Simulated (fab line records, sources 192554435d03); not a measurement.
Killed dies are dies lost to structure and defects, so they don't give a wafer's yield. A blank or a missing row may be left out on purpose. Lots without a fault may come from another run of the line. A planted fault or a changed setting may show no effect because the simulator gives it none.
fab line records | flow n5_finfet
record lots=4 wafers=12 last_day=16
route steps=1938 shown TV_LITHO@1876 TV_OPEN@1887 PAD_METAL@1893 PASSIVATION@1897
lots that met no fault: from a run of the same line without faults
start_h: hours from the record's first day to the start of the lot's first wafer shown | wait_h: hours since the lot's step before | " the same as in the row above | L1.1+2: a row that stands for several wafers | - no value, or no start given | * or withheld: withheld | < > ~ a bound
route shown NAME@n: a module of which the file shows steps, and the number in the route of the first | usual: mean/standard deviation of fault-free wafers | same: alike in all rows | chamber/n: place in a boat | sites: the reading at each site | _std_site: their standard deviation | _edge_site: outer sites' mean less inner sites' | radius_mm: how far each site lies from the wafer's centre | mask NAME#n: copy n | behind: the tool/chamber that last shaped the wafer | hold: why the lot was held/for how many hours/how that ended | device: the transistor (n, p or np) that didn't switch | end of line: the same wafers' tests at the end of the route | a step without rows: its recipe alone | killed: dies lost to structure and defects at the first sort, not the wafer's yield | map: a wafer's dies, x killed, . not, _ none there
set.NAME: the setting as run; set.NAME@STEP: as run at that earlier step | model.NAME: the simulator's own value behind a step, which no gauge read
lots at some steps of the route; a table a step, a row a wafer
services: from which hour (start_h, from the record's first day; less than 0 if before it) a tool's chamber was out of use, for how many hours, and why
## steps
# step N5_PASSIVATION_COAT_04
# recipe spin_rpm=* resist_thk_nm=*
# step N5_PASSIVATION_EBR_06
# recipe solvent=PGMEA ebr_width_mm=1.5
# step N5_PASSIVATION_SOFTBAKE_05
# recipe temp_c=100 time_s=90
# step N5_PASSIVATION_EXPOSE_07
# recipe mask_id=TV na=0.55 source_shape=conventional sigma_outer=0.8 polarization=unpolarized defocus_nm=0 target_cd_nm=3000 dose_mj=22.75
# step N5_PASSIVATION_PEB_08
# recipe peb_temp_c=withheld peb_time_s=*
# step N5_PASSIVATION_DEVELOP_09
# recipe develop_time_s=60 rinse_liquid=diw dry=air_spin dev_temp_c=21
# step N5_PASSIVATION_HARDBAKE_11
# recipe temp_c=130 time_s=120
# step N5_PASSIVATION_DESCUM_12
# recipe chemistry=O2 time_s=7.9 source_power_w=50 bias_power_w=20 pressure_mtorr=20 rf_frequency_hz=2.712e+07 temp_c=40 o2_flow_sccm=225
# step N5_PASSIVATION_PASS_ETCH_74
# recipe chemistry=CF4/O2 target=SiNx target_depth_a=2200 time_s=110 ion_energy_ev=100 pressure_mtorr=40 source_w=535 bias_w=49 Ar_flow_sccm=100 cf4_flow_sccm=100 O2_flow_sccm=10
# step N5_PASSIVATION_VIA_ETCH_13
# recipe chemistry=CHF3/O2 target=SiO2 target_depth_a=6600 CHF3_flow_sccm=50 O2_flow_sccm=5 Ar_flow_sccm=200 time_s=330 mask_material=PR pressure_mtorr=30 source_w=650 bias_w=170 ion_energy_ev=200 ends=cleared
# usual drypump_motor_current_A=5.5/0.44 etch_rf_on_time_s=233/5.7 oes_o_777_au=0.80/0.093 oes_product_au=0.72/0.088 rf_vpp_V=521/8.9 showerhead_plenum_p_Torr=2.44/0.074 throttle_valve_pct=18.82/0.26
# columns lot.wafer tool chamber start_h wait_h drypump_motor_current_A etch_rf_on_time_s oes_o_777_au oes_product_au rf_hours_counter_h rf_vpp_V showerhead_plenum_p_Torr throttle_valve_pct
L699.1 rie_diel-04 2 286.15 0.0 4.7 233 0.85 0.77 55 523 2.56 18.76
L699.3 " 0 " " 5.4 233 0.89 0.79 46 525 2.35 18.69
L699.5 " 0 " " 5.4 232 0.88 0.79 - 524 2.35 18.69
L710.2 rie_diel-04 2 368.33 0.0 4.7 233 0.82 0.74 81 522 2.55 18.80
L710.5 " 3 " " 5.9 231 0.93 0.84 - 529 2.54 18.84
L710.6 " 2 " " 4.7 233 0.82 0.74 - 523 2.55 18.81
L714.1 rie_diel-04 0 379.53 0.0 5.4 234 0.86 0.76 70 522 2.34 18.73
L714.2 " 3 " " 5.9 230 0.92 0.83 17 527 2.54 18.84
L714.6 " 0 " " 5.4 237 0.86 0.77 - 522 2.34 18.74
L715.3 rie_diel-01 2 379.78 0.0 5.4 248 0.68 0.61 241 513 2.38 19.15
L715.4 " 2 " " 5.4 242 0.69 0.61 - 514 2.38 19.17
L715.5 " 0 " " 5.3 241 0.78 0.69 - 526 2.51 18.95
# step N5_PASSIVATION_STRIP_14
# recipe chemistry=O2 power_w=600 temp_c=60 pressure_mtorr=30 rf_frequency_hz=6e+07 bias_power_w=0 overash_fraction=0.5 o2_flow_sccm=225
# step N5_PASSIVATION_ETCH_15
# recipe chemistry=CF4/N2 target=SiCN target_depth_a=750 taper_deg=2 time_s=81.2 ion_energy_ev=150 mask_material=SiNx pressure_mtorr=40 source_w=430 bias_w=70 Ar_flow_sccm=100 cf4_flow_sccm=60 n2_flow_sccm=60
# step N5_PASSIVATION_STRIP_73
# recipe chemistry=post_etch_residue_remover time_s=60 temp_c=25 remover_ph=withheld remover_water_wt_pct=withheld remover_fluoride_wt_pct=withheld
# step N5_PASSIVATION_SRD_17
# recipe time_s=30 temp_c=23 rinse_liquid=diw dry=n2_spin spin_rpm=1500 dry_time_s=30
# step N5_PASSIVATION_DEGAS_18
# recipe ambient=vacuum temp_c=300 time_s=60
# step N5_PASSIVATION_PRE_CLEAN_19
# recipe gas=H2/He time_s=* temp_c=*
# step N5_PASSIVATION_SPUTTER_20
# recipe material=TaN target_thk_a=500 temp_c=25 chamber_pressure_pa=0.4
# step N5_PASSIVATION_AL_DEP_21
# recipe material=Al target_thk_a=28000 temp_c=400 time_s=170 power_w=30000 chamber_pressure_pa=0.4 gas=Ar
# step N5_PASSIVATION_HMDS_23
# recipe time_s=60 temp_c=120
# step N5_PASSIVATION_COAT_24
# recipe spin_rpm=3000 resist_thk_nm=withheld
# step N5_PASSIVATION_EBR_26
# recipe solvent=PGMEA ebr_width_mm=1.5
# step N5_PASSIVATION_SOFTBAKE_25
# recipe temp_c=100 time_s=90
# step N5_PASSIVATION_EXPOSE_27
# recipe mask_id=PAD na=0.55 source_shape=conventional sigma_outer=0.8 polarization=unpolarized defocus_nm=0 dose_mj=32.3
# step N5_PASSIVATION_PEB_28
# recipe peb_temp_c=withheld peb_time_s=*
# step N5_PASSIVATION_DEVELOP_29
# recipe develop_time_s=60 rinse_liquid=diw dry=air_spin dev_temp_c=21
# step N5_PASSIVATION_HARDBAKE_31
# recipe temp_c=130 time_s=120
# step N5_PASSIVATION_DESCUM_32
# recipe chemistry=O2 time_s=7.9 source_power_w=50 bias_power_w=20 pressure_mtorr=20 rf_frequency_hz=2.712e+07 temp_c=40 o2_flow_sccm=225
# step N5_PASSIVATION_AL_ETCH_33
# recipe chemistry=Cl2/BCl3 target_depth_a=28000 over_etch_frac=0.15 Cl2_flow_sccm=180 bcl3_flow_sccm=60 target=Al stop_on=TaN time_s=466.7 ion_energy_ev=100 pressure_mtorr=10 icp_w=900 bias_w=100
# step N5_PASSIVATION_ETCH_59
# recipe chemistry=Cl2/BCl3 target=TaN target_depth_a=650 time_s=34.9 ion_energy_ev=100 pressure_mtorr=10 icp_w=900 bias_w=100 Cl2_flow_sccm=60 bcl3_flow_sccm=30
# step N5_PASSIVATION_STRIP_34
# recipe chemistry=O2 power_w=600 temp_c=60 pressure_mtorr=30 rf_frequency_hz=6e+07 bias_power_w=0 overash_fraction=2 o2_flow_sccm=225
# step N5_PASSIVATION_STRIP_51
# recipe chemistry=post_etch_residue_remover time_s=1200 temp_c=72.5
# step N5_PASSIVATION_CLEAN_69
# recipe chemistry=IPA time_s=180 temp_c=25
# step N5_PASSIVATION_SRD_70
# recipe dry=ipa_marangoni time_s=30 temp_c=23 rinse_liquid=diw
# step N5_PASSIVATION_PECVD_53
# recipe material=SiO2 target_thk_a=8000 temp_c=400 precursor=TEOS/O2 pressure_torr=6.5 rf_w=withheld teos_flow_sccm=withheld gas=O2 flow_sccm=2650 time_s=169.4
# step N5_PASSIVATION_PECVD_35
# recipe material=SiNx target_thk_a=7000 temp_c=400 precursor=SiH4/NH3/N2 pressure_torr=4.9 rf_w=1406 time_s=151.3
# step N5_PASSIVATION_HMDS_37
# recipe time_s=60 temp_c=120
# step N5_PASSIVATION_PROBE_49
# usual defect_limited_yield=91.3/1.5 killed_at_M0_to_M3=34/11 killed_at_M4_up=14/6.1 killed_at_contacts=12/5.9 killed_at_front_end=39/11 killed_at_other=4/3.3 killed_dies=102/18 killed_on_rim=13/3.8 killed_open=67/13 killed_short=33/7.9 sort_bin_5_function=5.1/1 sort_bin_6_memory=3.3/0.7 sort_n_pass=1077/19 sort_yield_pct=91.3/1.6
# same gross_dies=1180 killed_at_back_side=0 sort_bin_4_leakage[%]=0 sort_bin_8_speed[%]=0
# columns lot.wafer tool chamber start_h wait_h defect_limited_yield[%] killed_at_M0_to_M3 killed_at_M4_up killed_at_contacts killed_at_front_end killed_at_other killed_dies killed_on_rim killed_open killed_short sort_bin_5_function[%] sort_bin_6_memory[%] sort_n_pass sort_yield_pct[%]
L710.2 prober-02 - 376.34 0.1 82.7 32 16 15 47 94 204 25 77 32 9.7 4.8 976 82.7
L710.5 prober-02 - 376.49 0.2 86.1 24 37 7 32 64 164 33 75 23 8.9 3.6 1016 86.1
L710.6 prober-02 - 376.54 0.3 81.4 38 29 9 42 102 220 39 89 31 10.3 5.8 960 81.4
L714.1 prober-02 - 385.92 0.0 90.8 22 14 20 18 35 109 25 53 21 5.9 2.4 1071 90.8
L714.2 prober-02 - 385.97 0.1 87.7 24 15 21 20 65 145 29 59 20 7.8 3.1 1035 87.7
L714.6 prober-02 - 386.17 0.3 88.1 25 11 25 38 42 141 28 59 39 6.9 3.6 1039 88.1
# killed by level:class
L710.2 TV_OPEN:unspecified=93 STI_FIN_REVEAL:geometric_particle:open=14 BEOL_M2:geometric_particle:open=14 FIN_SAQP:geometric_particle:open=10 MOL_CONTACT_COAG:geometric_particle:open=9 DUMMY_GATE:geometric_particle:open=7 MOL_CONTACT_COAG:geometric_particle:short=6 BEOL_M0_SAQP:geometric_particle:open=6
L710.5 TV_OPEN:unspecified=59 BEOL_M4:geometric_particle:open=20 BEOL_M2:geometric_particle:open=10 FIN_SAQP:geometric_particle:open=7 STI_FIN_REVEAL:geometric_particle:open=6 MOL_CONTACT_COAG:geometric_particle:open=5 BEOL_M5:geometric_particle:open=5 DUMMY_GATE:geometric_particle:open=4
L710.6 TV_OPEN:unspecified=97 BEOL_M4:geometric_particle:open=15 STI_FIN_REVEAL:geometric_particle:open=12 BEOL_M2:geometric_particle:open=12 MOL_CONTACT_COAG:geometric_particle:open=9 FIN_SAQP:geometric_particle:short=6 BEOL_M0_SAQP:geometric_particle:short=6 ILD0:geometric_particle:open=6
L714.1 TV_OPEN:unspecified=35 MOL_CONTACT_COAG:geometric_particle:open=17 BEOL_M4:geometric_particle:open=7 BEOL_M0_SAQP:geometric_particle:short=5 BEOL_M0_SAQP:geometric_particle:open=5 DUMMY_GATE:geometric_particle:open=4 GATE_CUT:geometric_particle:short=4 BEOL_M3:geometric_particle:open=4
L714.2 TV_OPEN:unspecified=64 MOL_CONTACT_COAG:geometric_particle:open=18 FIN_SAQP:geometric_particle:open=7 BEOL_M3:geometric_particle:open=7 BEOL_M0_SAQP:geometric_particle:open=5 BEOL_M4:geometric_particle:open=5 FIN_SAQP:geometric_particle:short=4 BEOL_M0_SAQP:geometric_particle:short=4
L714.6 TV_OPEN:unspecified=42 MOL_CONTACT_COAG:geometric_particle:open=18 BEOL_M0_SAQP:geometric_particle:short=7 BEOL_M0_SAQP:geometric_particle:open=7 FIN_SAQP:geometric_particle:short=6 MOL_CONTACT_COAG:geometric_particle:short=6 DUMMY_GATE:geometric_particle:open=4 GATE_CUT:geometric_particle:open=4
# map L710.6 (x killed, . not)
_________________xx......x...________________
______________.............x...._____________
___________.xx...............x.xx..__________
__________.x...x...x.......x.x......_________
________xx.xx.................x...x..._______
_______xxxxxx.x..........x.............______
______xxxxxxxxx....x..x.....x...x.....x._____
_____xxxxxxxxxxx..xx.....x.............x.____
____xxxxxxxxx....x.................x....x.___
___xxxxxxxxxx..x.......x.....xx.......x..x.__
___xxxxxxxxxxxxx.........xx...............x__
__xxxxxxxxxxxx.x...x..........x............._
__xxxxxxxxxxxx...x..............x..........._
_..xx.xxxx...xx.........x.............x......
_.x.x.xxxx...................x...............
_.xx......x...x................x......x......
_....................x.......................
_.........................x..x.....x.........
_x...x........x...................x..........
_............x...x...........................
_.x........x..x.........x.xx.................
__...x.................................xx..._
__...........x.....x.....x........x........._
___x.......x...xxx.......x..x.......x......__
___............x........x.................x__
____...................xx.....x.........x.___
_____............x...x.....x.....x......x____
______......x.....x.................x..._____
_______....x...x.......................______
________..x.....x..x.....x.....x......_______
__________..........x.....xx..x....._________
___________...x.x.x..x.............__________
______________......x.xx..x.x..._____________
_________________....x.......________________
# map L714.2 (x killed, . not)
_________________........x...________________
______________...........x......_____________
___________..........x........x....__________
__________.x............x..........._________
________x........................x...._______
_______..................x.............______
______........................x...x..x.._____
_____.x.....................x..........x.____
____x..........x.....x.................x..___
___.....x....x...............x.............__
___......x..........x.x....................__
__............x............................._
__.x.........x.............................._
_.....x.....x....x..........................x
_............x....x................x.x.......
_.xx........................x...............x
_....x.......................................
_........................................x...
_x...x.................x.....................
_.......x.........x.x.......x.....x..........
_.........x....x.x...........................
__...................x.x.............x......_
__..........x..x...xx....x.................._
___x............xx.x..............x........__
___x.................x...x.................__
____.......x..x................x..........___
_____.xx................xx.x..x..........____
______...........x........x.xxxx.xx.xx.._____
_______.x..................xxxxxxxxx...______
________...x.x...x....x...xxxxxxxxxxxx_______
__________................xxxxxxxxxx_________
___________.............x.xxxxxxxxx__________
______________..........xxxxxxxx_____________
_________________.........xxx________________
## services
# columns tool chamber start_h hours kind
rie_diel-04 3 301.14 - clean
rie_diel-04 3 301.14 - consumable_replace:focus_ring
rie_diel-04 3 301.14 - consumable_replace:showerhead
rie_diel-04 3 301.14 14.8 scheduled_down
rie_diel-04 3 301.14 14.8 vent_cycle
rie_diel-01 3 364.43 - clean
rie_diel-01 3 364.43 - consumable_replace:focus_ring
rie_diel-01 3 364.43 22.5 scheduled_down
rie_diel-01 3 364.43 22.5 vent_cycle
rie_diel-04 - 374.53 0.4 repair
## key
first_sign step=N5_PASSIVATION_PROBE_49 reading=killed_at_other direction=up sigmas=19 usual=4 struck=67
effect step=N5_PASSIVATION_PROBE_49 reading=killed_dies direction=up sigmas=3.4 usual=102 struck=164 wafers_moved=5
more_kills_born_at N5_PASSIVATION_VIA_ETCH_13@rie_diel-04=390
met_at N5_PASSIVATION_VIA_ETCH_13
struck_wafers L710.2,L710.5,L710.6,L714.1,L714.2,L714.6
onset_between 286.15 368.33
fault kind=chamber_particle_source tool=rie_diel-04 chamber=- onset_h=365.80 steps=N5_PASSIVATION_VIA_ETCH_13 rate_per_visit_cm2=0.81619 end_h=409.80
